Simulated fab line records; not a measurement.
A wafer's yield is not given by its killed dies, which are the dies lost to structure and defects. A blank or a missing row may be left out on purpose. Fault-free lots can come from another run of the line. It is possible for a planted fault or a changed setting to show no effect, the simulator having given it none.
A lot that was struck, set against a sound lot || flow nand-harc || 39 steps out of a route of 1302
Sound: these wafers, L199.1, L199.2, L199.5. Wafers L213.1, L213.3, L213.4 were the ones struck. The cause comes at the end.
At each step with rows: each side's tool, then ch and its chambers, then its first start. Under that, the readings that differ: sound wafers || struck wafers || difference of the means || sigmas: that difference in standard deviations of wafers without a fault.
alike: readings whose means differ by less than 2 such deviations, and words and numbers that are the same on both sides. not compared: withheld readings, readings that some wafer has no value for, bounds like >300 that may hide the same value, and numbers for which the record gives no deviation and whose values overlap.
Wherever a step has rows on one side only, a row that says differs or no value, or a row with sigmas, the two part there. Numbers that have no deviation but don't overlap get no sigmas and don't part them. A reading that every wafer of one side lacks parts them only if that side has two wafers or more.

first, 1 step without rows for these wafers: NHARC_A_CHANNEL_HOLE_D1_SRD_29.
NHARC_A_CHANNEL_HOLE_D1_CD_MEAS_30:
  sound on cd-sem-01, day 9 18:56; struck on cd-sem-02, day 15 01:11
  alike: cd-nm
after that, 1 step had no rows for these wafers: NHARC_A_CHANNEL_HOLE_D1_XSEM_31.
NHARC_A_CHANNEL_HOLE_D1_INSPECT_40:
  sound on defect-inspect-01, day 9 19:08; struck on defect-inspect-02, day 15 01:22
{"reading": "raw-defect-count", "sound": "129 120 113", "struck": "59 43 42", "difference": -73, "sigmas": -2}
then, 3 steps without rows for these wafers: NHARC_A_CHANNEL_FILL_D1_PRECLEAN_00 (cleans in SC1); NHARC_A_CHANNEL_FILL_D1_SRD_01; NHARC_A_CHANNEL_FILL_D1_ALD_02 (deposits SiO2, target thk 6 nm, pulse time 10 s, ald cycles 60).
NHARC_A_CHANNEL_FILL_D1_ALD_03: deposits SiNx, target thk 6 nm, pulse time 60 s, ald cycles 58.
  sound on ald-sin-batch-03 ch 0; struck on ald-sin-batch-01 ch 0
  alike: precursor-pulse-height-rel
NHARC_A_CHANNEL_FILL_D1_ALD_14: deposits SiO2, target thk 2.5 nm, pulse time 10 s, ald cycles 25.
  sound on ald-hk-01 ch 0,2, day 10 03:41; struck on ald-hk-04 ch 0,1,2, day 15 08:35
  alike: heater-power-w, precursor-pulse-height-rel
then, 3 steps without rows for these wafers: NHARC_A_CHANNEL_FILL_D1_ALD_15 (deposits SiNx, target thk 2 nm, pulse time 60 s, ald cycles 19); NHARC_A_CHANNEL_FILL_D1_ALD_16 (deposits SiO2, target thk 1.5 nm, pulse time 10 s, ald cycles 15); NHARC_A_CHANNEL_FILL_D1_ANNEAL_17 (time 1800 s).
NHARC_A_CHANNEL_FILL_D1_CVD_18: deposits poly-Si, target thk 3 nm.
  sound on lpcvd-poly-02 ch 0, day 10 19:02; struck on lpcvd-poly-02 ch 0, day 15 23:31
  alike: spike-tc-upper-C
NHARC_A_CHANNEL_FILL_D1_ETCHBACK_19: etches the open film in HBr/Cl2, target depth 5 nm, time 1.7 s.
  sound on rie-si-02 ch 0,1,3, day 10 21:09; struck on rie-si-03 ch 0,1,2, day 16 01:35
  alike: drypump-motor-current-A, he-backside-leak-sccm, oes-product-au, throttle-valve-pct
  not compared: rf-hours-counter-h
then, 8 steps without rows for these wafers: NHARC_A_CHANNEL_FILL_D1_ETCHBACK_20 (etches the open film in C4F8/O2/Ar, target depth 27 nm, time 13.5 s); NHARC_A_CHANNEL_FILL_D1_STRIP_28 (strips in O2, time 20 s); NHARC_A_CHANNEL_FILL_D1_PRECLEAN_21 (cleans in dHF, time 30 s); NHARC_A_CHANNEL_FILL_D1_SRD_23; NHARC_A_CHANNEL_FILL_D1_CVD_05 (deposits poly-Si, target thk 5 nm); NHARC_A_CHANNEL_FILL_D1_ANNEAL_22 (time 7200 s); NHARC_A_CHANNEL_FILL_D1_ALD_25 (deposits SiOx, target thk 60 nm, pulse time 10 s, ald cycles 600); NHARC_A_CHANNEL_FILL_D1_ETCHBACK_08 (etches the open film in C4F8, target depth 220 nm, time 110 s).
NHARC_A_CHANNEL_FILL_D1_STRIP_29: strips in O2, time 20 s.
  sound on rie-diel-08 ch 1,2; struck on rie-diel-08 ch 0,1,3
  alike: drypump-motor-current-A, oes-product-au, rf-vpp-V, showerhead-plenum-p-Torr, throttle-valve-pct
  not compared: rf-hours-counter-h
then, 5 steps without rows for these wafers: NHARC_A_CHANNEL_FILL_D1_PRECLEAN_30 (cleans in dHF, time 30 s); NHARC_A_CHANNEL_FILL_D1_SRD_31; NHARC_A_CHANNEL_FILL_D1_CVD_09 (deposits poly-Si, target thk 150 nm, time 3000 s); NHARC_A_CHANNEL_FILL_D1_CMP_10 (polishes, target thk 150 nm); NHARC_A_CHANNEL_FILL_D1_SRD_12.
NHARC_A_DECK1_JOINT_ETCHBACK_07: etches the open film in HBr, target depth 105 nm, time 26.9 s.
  sound on rie-si-04 ch 0,1,3, day 11 21:07; struck on rie-si-01 ch 0,1,2, day 17 01:27
  alike: drypump-motor-current-A, he-backside-leak-sccm, oes-product-au, throttle-valve-pct
  not compared: rf-hours-counter-h
then, 9 steps without rows for these wafers: NHARC_A_DECK1_JOINT_ETCH_25 (etches SiO2 in dHF, target depth 0.5 nm); NHARC_A_DECK1_JOINT_ETCH_19 (etches poly-Si in TMAH, target depth 3 nm); NHARC_A_DECK1_JOINT_ETCH_18 (etches SiO2 in dHF, target depth 3 nm); NHARC_A_DECK1_JOINT_WET_08 (chemistry H3PO4, time 86 s); NHARC_A_DECK1_JOINT_ETCH_09 (etches SiO2 in dHF, target depth 5 nm); NHARC_A_DECK1_JOINT_WET_10 (chemistry H3PO4, time 86 s); NHARC_A_DECK1_JOINT_ETCH_11 (etches SiO2 in dHF, target depth 35 nm); NHARC_A_DECK1_JOINT_CVD_12 (deposits poly-Si, target thk 90 nm, time 1800 s); NHARC_A_DECK1_JOINT_CMP_13 (polishes, target thk 51.023 nm).
-- the record jumps here: 13 days lie between the struck wafers' starts before and after (it left off in module A_DECK1_JOINT and takes up again in module END, whose first step shown is number 1302 of the route) --
NHARC_END_SORT_01:
  only the struck wafers appear in the record here, on prober-01 ch 0 at day 30 11:53; the sound ones have no rows

== WHERE THEY PART ==
Earliest at NHARC_A_CHANNEL_HOLE_D1_INSPECT_40; latest, in this record, at NHARC_END_SORT_01.

WHY: what had been put in by the simulator
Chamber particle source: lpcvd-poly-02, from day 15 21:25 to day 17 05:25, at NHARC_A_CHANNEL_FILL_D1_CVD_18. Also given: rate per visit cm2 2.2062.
